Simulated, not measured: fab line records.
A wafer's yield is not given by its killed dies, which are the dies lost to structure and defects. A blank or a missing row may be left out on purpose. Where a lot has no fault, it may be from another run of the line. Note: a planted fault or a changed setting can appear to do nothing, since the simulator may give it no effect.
Which of the tools did it? + flow n5 finfet + Sampling: 10 lots, 27 wafers, 6 of 1938 route steps

== WHAT THE GAUGES SHOWED, per wafer ==
N5_BEOL_M4_RC_MEAS_101. Usual: DIBL_N 37.4 mV/V, standard deviation 2.1; DIBL_P 37.8 mV/V, standard deviation 2.5; IOFF_N 0.19 nA/um, standard deviation 0.045; IOFF_P 0.24 nA/um, standard deviation 0.05; ION_N 682 uA/um, standard deviation 16; ION_P 467 uA/um, standard deviation 11; SS_N 71.9 mV/dec, standard deviation 0.67; SS_P 73.6 mV/dec, standard deviation 0.76; VT_N 247 mV, standard deviation 3.6; VT_P -248 mV, standard deviation 3.6.
| lot  | measured     | on        | DIBL_N (mV/V)  | DIBL_P (mV/V)  | IOFF_N (nA/um) | IOFF_P (nA/um) | ION_N (uA/um) | ION_P (uA/um) | SS_N (mV/dec)  | SS_P (mV/dec)  | VT_N (mV)   | VT_P (mV)      | flag |
|------|--------------|-----------|----------------|----------------|----------------|----------------|---------------|---------------|----------------|----------------|-------------|----------------|------|
| L537 | day 7 20:51  | prober-02 | 38.1 38.6 36.7 | 39.5 39.0 37.9 | 0.21 0.22 0.19 | 0.28 0.29 0.28 | 690 698 696   | 475 479 477   | 71.5 71.9 71.7 | 73.1 73.1 72.5 | 244 243 241 | -245 -244 -243 |      |
| L542 | day 9 20:37  | prober-02 | 36.2 35.6      | 37.4 36.6      | 0.16 0.16      | 0.22 0.21      | 689 695       | 470 473       | 71.4 72.0      | 73.9 73.1      | 247 249     | -248 -249      |      |
| L543 | day 9 23:55  | prober-02 | 38.6 36.3      | 38.7 36.8      | 0.20 0.16      | 0.21 0.19      | 692 667       | 458 448       | 72.2 72.1      | 74.4 73.4      | 246 246     | -255 -254      |      |
| L546 | day 10 15:50 | prober-01 | 37.0 42.1 38.8 | 37.4 43.0 39.4 | 0.17 0.29 0.19 | 0.23 0.36 0.26 | 688 691 669   | 469 468 458   | 71.7 72.6 71.3 | 73.8 74.5 73.7 | 249 244 249 | -246 -241 -245 |      |
| L549 | day 11 14:48 | prober-02 | 34.6 39.8      | 33.4 42.2      | 0.14 0.24      | 0.15 0.29      | 664 681       | 440 457       | 71.1 71.7      | 73.0 74.8      | 254 244     | -256 -248      |      |
| L555 | day 13 04:29 | prober-01 | 35.8 36.1 38.4 | 34.2 33.9 36.6 | 0.13 0.14 0.16 | 0.18 0.19 0.22 | 677 681 673   | 471 471 465   | 70.6 70.8 71.3 | 72.6 72.5 73.1 | 252 251 252 | -251 -250 -249 |      |
| L558 | day 14 03:58 | prober-01 | 36.1 35.7 35.1 | 36.7 36.4 36.8 | 0.15 0.15 0.14 | 0.20 0.21 0.21 | 659 656 673   | 448 452 461   | 71.9 71.4 72.2 | 72.8 73.3 73.0 | 251 248 250 | -252 -249 -252 |      |
| L559 | day 14 18:05 | prober-02 | 32.9 37.6 31.9 | 33.6 38.6 32.6 | 0.11 0.20 0.10 | 0.19 0.29 0.18 | 677 699 665   | 477 483 468   | 70.8 72.1 71.5 | 72.6 74.1 72.6 | 253 245 257 | -247 -245 -248 |      |

== TOOL THAT RAN EACH LOT (tool first, then ch and the chambers of the sampled wafers, then the start) ==
| lot  | N5_BEOL_M3_ALD_84                   | N5_BEOL_M3_ANNEAL_87         | N5_BEOL_M3_ECD_50              | N5_BEOL_M3_CMP_52             | N5_BEOL_M3_DEP_57               |
|------|-------------------------------------|------------------------------|--------------------------------|-------------------------------|---------------------------------|
| L537 | ald metal-04 ch 1,2,3, day 7 06:59  | pvd sputter-01, day 7 08:10  | ecd cu-02 ch 0,1, day 7 09:18  | cmp-04 ch 0,2,3, day 7 09:41  | pecvd-03 ch 0,1,2, day 7 10:11  |
| L542 | ald metal-02 ch 1,3, day 9 01:37    | pvd sputter-02, day 9 04:53  | ecd cu-01 ch 0, day 9 06:01    | cmp-04 ch 0,1, day 9 06:28    | pecvd-03 ch 0,1, day 9 06:53    |
| L543 | ald metal-04 ch 0,3, day 9 07:48    | pvd sputter-03, day 9 09:24  | ecd cu-02 ch 0,1, day 9 10:32  | cmp-01 ch 1,3, day 9 11:07    | pecvd-03 ch 0,1, day 9 11:34    |
| L546 | ald metal-02 ch 1,2,3, day 9 20:14  | pvd sputter-03, day 9 23:18  | ecd cu-02 ch 0, day 10 00:26   | cmp-01 ch 2,3, day 10 00:49   | pecvd-02 ch 0,1,2, day 10 01:18 |
| L549 | ald metal-02 ch 0,2, day 11 02:19   | pvd sputter-02, day 11 03:31 | ecd cu-01 ch 0, day 11 04:40   | cmp-03 ch 1,2, day 11 05:02   | pecvd-04 ch 0,2, day 11 05:31   |
| L552 | ald metal-01 ch 0,1,3, day 11 15:53 | pvd sputter-01, day 11 17:20 | ecd cu-02 ch 0,1, day 11 18:28 | cmp-01 ch 0,2,3, day 11 18:53 | pecvd-03 ch 0,1,2, day 11 19:20 |
| L553 | ald metal-01 ch 1,2,3, day 11 16:25 | pvd sputter-02, day 11 18:55 | ecd cu-02 ch 0,1, day 11 20:04 | cmp-01 ch 0,2,3, day 11 20:32 | pecvd-03 ch 0,1, day 11 20:56   |
| L555 | ald metal-01 ch 2,3, day 12 13:57   | pvd sputter-01, day 12 15:25 | ecd cu-02 ch 0,1, day 12 16:33 | cmp-04 ch 0,1,2, day 12 17:00 | pecvd-03 ch 0,1, day 12 17:25   |
| L558 | ald metal-02 ch 1,3, day 13 04:37   | pvd sputter-03, day 13 05:48 | ecd cu-02 ch 0,1, day 13 06:56 | cmp-01 ch 1,2,3, day 13 07:32 | pecvd-02 ch 0,1,2, day 13 07:56 |
| L559 | ald metal-02 ch 1,2,3, day 14 06:13 | pvd sputter-03, day 14 07:26 | ecd cu-02 ch 0,1, day 14 08:34 | cmp-04 ch 1,2, day 14 09:01   | pecvd-03 ch 0,1, day 14 09:28   |
- N5_BEOL_M3_ALD_84: deposits TaN, pulse time 2 s, purge time 3 s, co reactant purge time 2 s.
- N5_BEOL_M3_ANNEAL_87: time 240 s.
- N5_BEOL_M3_ECD_50: material Cu, target thk 300 nm.
- N5_BEOL_M3_CMP_52: polishes, stops on SiOC, t overpolish 6.8 s, target thk 40 nm.
- N5_BEOL_M3_DEP_57: deposits SiCN from 3MS/NH3, target thk 8 nm, time 14 s.

== AS READ BY THE TOOLS THEMSELVES (means over the sampled wafers that have a number; for cases with no such wafer, the mark the record gives instead) ==
N5_BEOL_M3_ALD_84. Usual: heater power w 399 W, standard deviation 62; precursor vessel temp c 74.98 C, standard deviation 0.13.
| lot  | tool         | heater power w (W) | precursor vessel temp c (C) | flag |
|------|--------------|--------------------|-----------------------------|------|
| L537 | ald metal-04 | 370                | 74.98                       |      |
| L542 | ald metal-02 | 311                | 74.91                       |      |
| L543 | ald metal-04 | 368                | 74.92                       |      |
| L546 | ald metal-02 | 371                | 75.10                       |      |
| L549 | ald metal-02 | 478                | 75.03                       |      |
| L552 | ald metal-01 | 420                | 75.03                       |      |
| L553 | ald metal-01 | 448                | 75.06                       |      |
| L555 | ald metal-01 | 452                | 74.87                       |      |
| L558 | ald metal-02 | 306                | 74.93                       |      |
| L559 | ald metal-02 | 366                | 74.81                       |      |

N5_BEOL_M3_ANNEAL_87. Usual: 803 W for heater power w, sd 88.
| lot  | tool           | heater power w (W) | flag |
|------|----------------|--------------------|------|
| L537 | pvd sputter-01 | 835                |      |
| L542 | pvd sputter-02 | 800                |      |
| L543 | pvd sputter-03 | 688                |      |
| L546 | pvd sputter-03 | 750                |      |
| L549 | pvd sputter-02 | 812                |      |
| L552 | pvd sputter-01 | 799                |      |
| L553 | pvd sputter-02 | 865                |      |
| L555 | pvd sputter-01 | 819                |      |
| L558 | pvd sputter-03 | 856                |      |
| L559 | pvd sputter-03 | 760                |      |

N5_BEOL_M3_CMP_52. Usual: clearing platen rpm 49.994 rpm, standard deviation 0.027; motor current A 6.1 A, standard deviation 0.64; time to endpoint s 64 s, standard deviation 3.1.
| lot  | tool   | clearing platen rpm (rpm) | motor current A (A) | time to endpoint s (s) | flag |
|------|--------|---------------------------|---------------------|------------------------|------|
| L537 | cmp-04 | 49.986                    | 5.7                 | 64                     |      |
| L542 | cmp-04 | 50.011                    | 6.0                 | 60                     |      |
| L543 | cmp-01 | 50.002                    | 6.2                 | 63                     |      |
| L546 | cmp-01 | 50.016                    | 6.9                 | 63                     |      |
| L549 | cmp-03 | 49.962                    | 5.9                 | 64                     |      |
| L552 | cmp-01 | 49.987                    | 6.1                 | 1                      | OFF  |
| L553 | cmp-01 | 49.984                    | 6.4                 | 2                      | OFF  |
| L555 | cmp-04 | 50.002                    | 5.8                 | 66                     |      |
| L558 | cmp-01 | 49.976                    | 6.0                 | 66                     |      |
| L559 | cmp-04 | 50.019                    | 6.0                 | 61                     |      |

N5_BEOL_M3_DEP_57. Usual: showerhead plenum p Torr 3.672 Torr, standard deviation 0.019; throttle valve pct 9.1 %, standard deviation 0.3.
| lot  | tool     | showerhead plenum p Torr (Torr) | throttle valve pct (%) | flag |
|------|----------|---------------------------------|------------------------|------|
| L537 | pecvd-03 | 3.662                           | 8.9                    |      |
| L542 | pecvd-03 | 3.651                           | 9.2                    |      |
| L543 | pecvd-03 | 3.657                           | 9.3                    |      |
| L546 | pecvd-02 | 3.668                           | 9.1                    |      |
| L549 | pecvd-04 | 3.689                           | 9.1                    |      |
| L552 | pecvd-03 | 3.663                           | 9.0                    |      |
| L553 | pecvd-03 | 3.659                           | 9.2                    |      |
| L555 | pecvd-03 | 3.653                           | 9.1                    |      |
| L558 | pecvd-02 | 3.670                           | 9.3                    |      |
| L559 | pecvd-03 | 3.665                           | 9.4                    |      |

== THE ANSWER, worked out from the rows above alone ==
Rule: lot off if the mean of its wafers having a number is beyond 3 standard deviations from the usual mean. Also off: a lot with no number at a reading for which 4 or more lots have one. All remaining lots with rows at the step are treated as sound. After the gauges, taken in route order, come the tools' own readings; for these a lot's mean is taken, as printed above. At the first step where some lot is off, the reading lying furthest off is the one used; lots without a number count as furthest.
Off, at N5_BEOL_M3_CMP_52 on time to endpoint s: L552, L553.
If a tool, at that step or one of the process steps before it, ran each lot that is off and ran no sound lot following the first of them, it fits. None of those tried fits.

== WHAT THE SIMULATOR HAD PUT IN ==
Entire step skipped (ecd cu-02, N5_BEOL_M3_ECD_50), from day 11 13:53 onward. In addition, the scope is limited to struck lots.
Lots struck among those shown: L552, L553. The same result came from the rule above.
